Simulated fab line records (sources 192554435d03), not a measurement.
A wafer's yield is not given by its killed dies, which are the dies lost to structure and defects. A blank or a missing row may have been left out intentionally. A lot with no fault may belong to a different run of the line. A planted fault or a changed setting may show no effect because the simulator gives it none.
Chamber matching -- flow n5 finfet -- rie diel-01 running N5_BEOL_M6_ETCH_62: 4 sister chambers
The step etches SOC in N2/H2, target depth 110 nm, overetch 22 nm, time 165 s. 4 wafers are shown with their chamber, then 9 later ones without.

WAFERS, EACH WITH ITS CHAMBER
wafer,chamber,showerhead plenum p Torr (Torr)
L084.6,2,2.42
L085.2,3,2.44
L085.3,1,2.47
L085.4,0,2.60

WAFERS WITHOUT THEIR CHAMBER
wafer,showerhead plenum p Torr (Torr)
L088.1,2.59
L088.3,2.47
L088.6,2.44
L094.1,2.46
L094.2,2.44
L094.5,2.41
L095.2,2.59
L095.5,2.41
L095.6,2.43

EACH ONE'S CHAMBER
wafer,from the rows above,in truth
L088.1,0,0
L088.3,1,1
L088.6,3,3
L094.1,can't be placed: 1 or 3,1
L094.2,3,3
L094.5,2,2
L095.2,0,0
L095.5,2,2
L095.6,can't be placed: 3 or 2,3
7 of 9 placed correctly. Not placeable from these rows: 2 (in 2, the candidates include the true chamber). 0 placed wrongly.
How it was worked out, from the rows above alone: a wafer's distance from a chamber is the root of the sum, over the readings, of the square of ((its reading less the chamber's mean) divided by the reading's scatter). If the next closest chamber is less than 2 further off than the closest, the wafer can't be placed; otherwise it belongs to the closest. A chamber's mean is the mean of its shown wafers. The scatter: root of mean squared gap, hidden wafer to nearest shown wafer, with one shown wafer a chamber.
